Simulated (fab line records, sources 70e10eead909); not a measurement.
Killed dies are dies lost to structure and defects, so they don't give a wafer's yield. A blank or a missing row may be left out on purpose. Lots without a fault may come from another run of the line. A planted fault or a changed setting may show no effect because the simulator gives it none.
fab line records | flow nand_harc
record lots=13 wafers=39 last_day=33
route steps=1302 shown A_BONDPAD@1216 HYBRID_BOND@1237 THIN_TSV@1261 END@1302
lots that met no fault: from a run of the same line without faults
start_h: hours from the record's first day to the start of the lot's first wafer shown | wait_h: hours since the lot's step before | " the same as in the row above | L1.1+2: a row that stands for several wafers | - no value, or no start given | * or withheld: withheld | < > ~ a bound
route shown NAME@n: a module of which the file shows steps, and the number in the route of the first | usual: mean/standard deviation of fault-free wafers | same: alike in all rows | chamber/n: place in a boat | sites: the reading at each site | _std_site: their standard deviation | _edge_site: outer sites' mean less inner sites' | radius_mm: how far each site lies from the wafer's centre | mask NAME#n: copy n | behind: the tool/chamber that last shaped the wafer | hold: why the lot was held/for how many hours/how that ended | device: the transistor (n, p or np) that didn't switch | end of line: the same wafers' tests at the end of the route | a step without rows: its recipe alone | killed: dies lost to structure and defects at the first sort, not the wafer's yield | map: a wafer's dies, x killed, . not, _ none there
set.NAME: the setting as run; set.NAME@STEP: as run at that earlier step | model.NAME: the simulator's own value behind a step, which no gauge read
steps of the route over a sample of lots; a table a step, a row a wafer
services: from which hour (start_h, from the record's first day; less than 0 if before it) a tool's chamber was out of use, for how many hours, and why
## steps
# step NHARC_A_BONDPAD_OVL_MEAS_35
# usual overlay_x_nm=2/5.8 overlay_y_nm=1/6.9
# columns lot.wafer tool chamber start_h wait_h overlay_x_nm overlay_y_nm
L350.1 overlay-02 - 527.90 - -3 -2
L350.2 " - " " -3 -1
L350.5 " - " " -3 -2
L353.2 overlay-01 - 543.36 - 6 10
L353.3 " - " " 6 10
L353.5 " - " " 6 10
L352.3 overlay-02 - 546.88 - 8 -7
L352.4 " - " " 8 -6
L352.5 " - " " 8 -6
L354.1 overlay-02 - 566.76 - 3 5
L354.2 " - " " 3 5
L354.5 " - " " 2 6
L355.1 overlay-01 - 568.01 - -10 6
L355.3 " - " " -10 7
L355.4 " - " " -10 6
L357.1 overlay-01 - 587.69 - -7 8
L357.2 " - " " -6 8
L357.3 " - " " -7 8
L356.3 overlay-01 - 589.18 - 4 -8
L356.5 " - " " 4 -7
L356.6 " - " " 4 -8
L359.2 overlay-01 - 605.05 - 7 -7
L359.4 " - " " 7 -8
L359.6 " - " " 8 -8
L358.3 overlay-01 - 605.65 - 8 5
L358.4 " - " " 8 5
L358.5 " - " " 8 4
L367.2 overlay-02 - 687.25 - 2 3
L367.3 " - " " 4 3
L367.6 " - " " 3 3
L368.1 overlay-02 - 688.17 - -8 0
L368.3 " - " " -9 0
L368.6 " - " " -9 -1
L369.3 overlay-02 - 718.32 - -2 8
L369.4 " - " " -2 8
L369.5 " - " " -3 8
L372.3 overlay-02 - 764.85 - 6 4
L372.5 " - " " 6 4
L372.6 " - " " 5 5
# step NHARC_A_BONDPAD_ECD_18
# recipe target_thk_a=4000 bath_temp_c=25 material=Cu
# columns lot.wafer tool chamber start_h wait_h
L350.2+1+5 ecd_cu-02 1,0,0 529.33 -
L353.2+3+5 ecd_cu-02 1,0,1 544.84 -
L352.4+3+5 ecd_cu-01 1,0,0 548.41 -
L354.2+1+5 ecd_cu-01 0,1,1 568.20 -
L355.1+3+4 ecd_cu-02 1,0,1 569.54 -
L357.1+2+3 ecd_cu-01 0,1,0 589.16 -
L356.3+5+6 ecd_cu-01 1,1,0 590.74 -
L359.2+4+6 ecd_cu-01 1,0,0 606.53 -
L358.4+3+5 ecd_cu-01 1,0,0 607.17 -
L367.2+3+6 ecd_cu-02 0,1,0 688.88 -
L368.1+3+6 ecd_cu-02 0 689.65 -
L369.4+3+5 ecd_cu-01 0,1,1 719.85 -
L372.3+5+6 ecd_cu-01 1,1,0 766.37 -
# step NHARC_HYBRID_BOND_ACTIVATE_00
# recipe time_s=60 n2_flow_sccm=200 ar_flow_sccm=0 bias_power_w=0 chemistry=N2
# usual drypump_motor_current_A=5.7/0.37 mfc_ar_sccm=0.007/0.0099 oes_product_au=1.002/0.0095 rf_vpp_V=64.3/0.89 showerhead_plenum_p_Torr=1.81/0.05
# same time_s=60
# columns lot.wafer tool chamber start_h wait_h drypump_motor_current_A mfc_ar_sccm oes_product_au rf_hours_counter_h rf_vpp_V showerhead_plenum_p_Torr
L350.2 rie_diel-11 0 530.67 0.1 5.5 0 0.995 8 63.5 1.77
L350.1 " 1 " " 6.0 0.022 1.007 8 65.4 1.85
L350.5 " 3 " " 5.9 0 1.007 - 64.4 1.86
L353.3 rie_diel-07 0 546.18 0.1 6.3 0.012 1.002 21 65.4 1.67
L353.2 " 1 " " 5.9 0.020 1.000 20 63.3 1.73
L353.5 " 3 " " 5.0 0 0.992 - 65.2 1.81
L352.4 rie_diel-11 0 549.65 0.1 5.5 0 1.011 10 63.5 1.77
L352.3 " 1 " " 6.0 0.022 0.999 10 65.2 1.85
L352.5 " 3 " " 6.0 0 1.002 - 64.2 1.85
L354.1 rie_diel-11 2 569.54 0.1 5.2 0 1.009 13 65.8 1.84
L354.2 " 3 " " 6.0 0 1.011 12 63.9 1.85
L354.5 " 3 " " 5.9 0 0.999 - 63.1 1.85
L355.4 rie_diel-11 3 570.90 0.1 6.0 0 0.998 12 64.5 1.85
L355.1 " 0 " " 5.5 0 0.994 11 65.2 1.77
L355.3 " 2 " " 5.2 0 1.010 13 63.4 1.84
L357.3 rie_diel-11 1 590.52 0.1 6.0 0.022 0.998 13 64.4 1.85
L357.2 " 2 " " 5.2 0 1.015 14 64.6 1.84
L357.1 " 3 " " 6.0 0 1.001 13 66.5 1.85
L356.3 rie_diel-11 3 592.01 0.1 6.0 0 1.008 13 66.4 1.85
L356.5 " 0 " " 5.5 0 1.009 - 64.9 1.77
L356.6 " 1 " " 6.0 0.022 0.992 - 63.3 1.85
L359.4 rie_diel-07 3 607.83 0.1 4.9 0 0.998 39 62.6 1.81
L359.2 " 0 " " 6.4 0.012 0.998 39 63.8 1.67
L359.6 " 3 " " 5.0 0 0.995 - 62.9 1.81
L358.3 rie_diel-07 1 608.45 0.1 5.9 0.020 1.000 39 63.2 1.72
L358.4 " 3 " " 4.9 0 1.011 39 64.5 1.81
L358.5 " 1 " " 5.9 0.020 0.986 - 64.3 1.72
L367.2 rie_diel-11 1 690.17 0.1 6.0 0.022 1.000 5 65.7 1.85
L367.3 " 3 " " 6.0 0 1.005 5 64.6 1.85
L367.6 " 0 " " 5.5 0 1.005 - 64.4 1.77
L368.3 rie_diel-11 0 690.92 0.1 5.5 0 1.002 5 63.6 1.77
L368.1 " 1 " " 6.0 0.022 0.998 5 65.2 1.85
L368.6 " 0 " " 5.5 0 1.017 - 63.3 1.77
L369.4 rie_diel-07 2 721.11 0.1 6.2 0.017 0.988 17 64.0 1.81
L369.3 " 3 " " 4.9 0 0.988 19 63.9 1.80
L369.5 " 1 " " 5.9 0.020 0.975 - 64.7 1.71
L372.3 rie_diel-11 3 767.64 0.1 5.9 0 1.005 12 65.4 1.85
L372.5 " 0 " " 5.5 0 1.008 - 64.2 1.77
L372.6 " 1 " " 6.0 0.022 1.004 - 64.7 1.85
# step NHARC_THIN_TSV_DESCUM_14
# recipe time_s=3 o2_flow_sccm=200 ar_flow_sccm=0 bias_power_w=0 chemistry=O2
# usual drypump_motor_current_A=5.54/0.28 mfc_ar_sccm=0.007/0.0079 oes_product_au=1.005/0.011 rf_vpp_V=57.6/0.87 showerhead_plenum_p_Torr=1.88/0.073 throttle_valve_pct=11.311/0.0087
# same time_s=3
# columns lot.wafer tool chamber start_h wait_h drypump_motor_current_A mfc_ar_sccm oes_product_au rf_hours_counter_h rf_vpp_V showerhead_plenum_p_Torr throttle_valve_pct
L350.2 rie_diel-10 3 544.75 - 5.69 0.005 0.981 6 59.1 1.91 11.302
L350.1 " 1 " " 5.60 0 1.001 6 58.6 2.06 11.299
L350.5 " 2 " " 5.49 0.027 0.996 - 57.7 1.88 11.306
L352.4 rie_diel-10 0 562.48 - 5.07 0.013 0.982 7 59.2 1.83 11.315
L352.3 " 1 " " 5.63 0 1.008 7 58.7 2.06 11.319
L352.5 " 0 " " 5.06 0.013 0.987 - 58.4 1.83 11.324
L353.3 rie_diel-10 1 563.77 - 5.59 0 1.025 7 58.5 2.06 11.326
L353.2 " 2 " " 5.48 0.027 1.036 7 56.0 1.88 11.314
L353.5 " 1 " " 5.58 0 1.024 - 58.7 2.06 11.312
L354.2 rie_diel-10 0 584.32 - 5.07 0.013 0.986 8 56.5 1.83 11.311
L354.1 " 2 " " 5.51 0.027 1.013 9 58.4 1.88 11.311
L354.5 " 0 " " 5.08 0.013 0.980 - 57.2 1.83 11.307
L355.3 rie_diel-10 3 585.53 - 5.68 0.005 0.986 9 58.4 1.91 11.324
L355.4 " 0 " " 5.06 0.013 0.979 9 56.5 1.83 11.299
L355.1 " 2 " " 5.50 0.027 1.000 9 57.4 1.88 11.305
L357.2 rie_diel-05 2 603.13 - 5.80 0.001 0.992 0 57.8 1.80 11.323
L357.1 " 3 " " 5.46 0.009 0.986 1 57.4 1.86 11.314
L357.3 " 0 " " 5.51 0.009 1.017 1 57.4 1.87 11.311
L356.3 rie_diel-03 0 604.36 - 6.02 0.013 1.000 5 56.9 1.87 11.305
L356.6 " 1 " " 5.47 0 1.022 - 57.5 1.88 11.318
L356.5 " 2 " " 5.11 0 1.004 - 57.3 1.79 11.307
L359.2 rie_diel-10 2 620.13 - 5.50 0.027 1.019 0 58.6 1.88 11.297
L359.4 " 1 " " 5.62 0 1.003 0 58.1 2.06 11.312
L359.6 " 3 " " 5.63 0.005 1.004 - 57.8 1.91 11.314
L358.4 rie_diel-05 1 621.34 - 5.98 0 1.017 2 56.3 1.85 11.297
L358.3 " 3 " " 5.45 0.009 1.030 2 58.7 1.86 11.325
L358.5 " 2 " " 5.88 0.001 1.006 - 57.0 1.80 11.298
L367.2 rie_diel-03 2 700.67 - 5.13 0 1.000 1 58.3 1.79 11.306
L367.3 " 3 " " 5.78 0.009 1.020 1 57.7 1.92 11.323
L367.6 " 2 " " 5.12 0 1.001 - 57.2 1.79 11.315
L368.1 rie_diel-03 0 706.58 - 5.99 0.013 1.004 2 58.7 1.87 11.314
L368.3 " 1 " " 5.49 0 1.001 2 57.0 1.88 11.309
L368.6 " 3 " " 5.76 0.009 1.015 - 56.7 1.92 11.320
L369.3 rie_diel-10 1 734.05 - 5.59 0 1.016 6 58.5 2.05 11.333
L369.5 " 1 " " 5.61 0 1.013 - 58.3 2.05 11.311
L369.4 " 0 " " 5.05 0.013 0.997 - 56.7 1.83 11.314
L372.3 rie_diel-03 3 778.92 - 5.74 0.009 1.016 4 57.6 1.92 11.298
L372.5 " 2 " " 5.15 0 1.004 - 56.0 1.78 11.305
L372.6 " 3 " " 5.75 0.009 1.023 - 57.9 1.92 11.298
# step NHARC_END_SORT_01
# recipe temp_c=25
# usual defect_limited_yield=90.9/2.7 killed_at_array=57/19 killed_at_other=0.9/1.1 killed_at_periphery=4.0/2.6 killed_dies=62/19 killed_open=3.3/1.8 killed_short=2.4/1.7
# same gross_dies=677
# columns lot.wafer tool chamber start_h wait_h defect_limited_yield[%] killed_at_array killed_at_other killed_at_periphery killed_dies killed_open killed_short
L359.2 prober-02 0 636.03 2.8 14.8 573 1 3 577 0 3
L359.4 prober-02 0 637.64 3.4 16.1 564 1 3 568 3 0
L359.6 prober-02 0 639.25 4.0 14.2 577 2 2 581 2 2
L358.3 prober-01 0 636.79 3.1 15.5 571 1 0 572 1 0
L358.4 prober-01 0 637.59 3.4 15.7 571 0 0 571 2 5
L358.5 prober-01 0 638.39 3.7 17.1 560 1 0 561 0 0
# killed by level:class
L359.2 A_BONDPAD:unspecified=535 A_CHANNEL_HOLE_D1:chamber_film_flake=19 A_SLIT:chamber_film_flake=8 A_CHANNEL_HOLE_D2:chamber_film_flake=5 A_CHANNEL_FILL_D2:geometric_particle:short=2 P_ZERO_WELL:chamber_film_flake=2 A_CONTACT:geometric_particle:short=1 P_M1:chamber_film_flake=1
L358.3 A_BONDPAD:unspecified=545 A_CHANNEL_HOLE_D2:chamber_film_flake=13 A_CHANNEL_HOLE_D1:chamber_film_flake=5 A_BLC:chamber_film_flake=3 A_CHANNEL_FILL_D1:chamber_film_flake=2 A_ONON_D2:geometric_particle:open=1 A_STAIRCASE:chamber_film_flake=1 A_WL_FILL:chamber_film_flake=1
L358.4 A_BONDPAD:unspecified=537 A_CHANNEL_HOLE_D2:chamber_film_flake=17 A_CHANNEL_HOLE_D1:chamber_film_flake=3 A_BLC:chamber_film_flake=3 A_WL_FILL:geometric_particle:short=2 A_CHANNEL_HOLE_D1:geometric_particle:short=1 A_CHANNEL_FILL_D1:geometric_particle:open=1 A_DECK1_JOINT:geometric_particle:short=1
L359.4 A_BONDPAD:unspecified=516 A_CHANNEL_HOLE_D1:chamber_film_flake=21 A_SLIT:chamber_film_flake=15 A_CONTACT:chamber_film_flake=3 A_M0:geometric_particle:open=2 P_M2:chamber_film_flake=2 A_STAIRCASE:chamber_film_flake=2 A_CHANNEL_HOLE_D2:geometric_particle:open=1
L358.5 A_BONDPAD:unspecified=531 A_CHANNEL_HOLE_D2:chamber_film_flake=20 A_CHANNEL_HOLE_D1:chamber_film_flake=3 A_CONTACT:chamber_film_flake=2 A_DECK1_JOINT:chamber_film_flake=1 A_SLIT:chamber_film_flake=1 A_BLC:chamber_film_flake=1 A_BONDPAD:chamber_film_flake=1
L359.6 A_BONDPAD:unspecified=540 A_CHANNEL_HOLE_D1:chamber_film_flake=20 A_SLIT:chamber_film_flake=9 A_CHANNEL_HOLE_D2:chamber_film_flake=4 P_GATE:geometric_particle:short=1 A_DECK1_JOINT:geometric_particle:short=1 A_CHANNEL_HOLE_D2:geometric_particle:open=1 P_ZERO_WELL:chamber_film_flake=1
## services
# columns tool chamber start_h hours kind
ecd_cu-01 - 512.00 8.0 pm
rie_diel-11 3 533.93 1.6 repair
rie_diel-11 - 541.86 0.1 repair
rie_diel-10 0 543.35 1.4 repair
ecd_cu-01 - 550.53 15.3 repair
rie_diel-03 0 560.98 16.7 repair
rie_diel-03 1 571.06 3.0 repair
ecd_cu-02 - 575.22 2.5 repair
ecd_cu-02 - 596.00 8.0 pm
rie_diel-11 - 601.62 17.9 repair
rie_diel-03 - 602.48 0.8 repair
rie_diel-11 - 619.54 9.0 pm
rie_diel-10 3 621.14 7.9 repair
rie_diel-10 2 622.55 3.5 repair
rie_diel-03 - 636.27 9.0 pm
rie_diel-07 - 651.66 9.0 pm
ecd_cu-01 - 666.52 1.1 repair
ecd_cu-01 - 688.00 8.0 pm
rie_diel-10 3 727.15 7.1 repair
rie_diel-10 2 737.16 29.5 repair
rie_diel-10 0 738.94 4.7 repair
rie_diel-11 1 741.32 8.9 repair
ecd_cu-02 - 772.00 8.0 pm
rie_diel-10 - 773.56 9.0 pm
## key
first_sign step=NHARC_END_SORT_01 reading=defect_limited_yield direction=down sigmas=27 usual=90.9 struck=15.6
effect step=NHARC_END_SORT_01 reading=killed_dies direction=up sigmas=27 usual=62 struck=572
more_kills_born_at NHARC_A_BONDPAD_ECD_18@ecd_cu-01=3204
met_at NHARC_A_BONDPAD_ECD_18
struck_lots L358,L359
not_acting_at NHARC_A_BONDPAD_OVL_MEAS_35,NHARC_HYBRID_BOND_ACTIVATE_00,NHARC_THIN_TSV_DESCUM_14
onset_between 590.74 606.53
fault kind=chamber_particle_source tool=ecd_cu-01 chamber=- onset_h=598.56 steps=NHARC_A_BONDPAD_ECD_18 rate_per_visit_cm2=1.8972 end_h=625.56
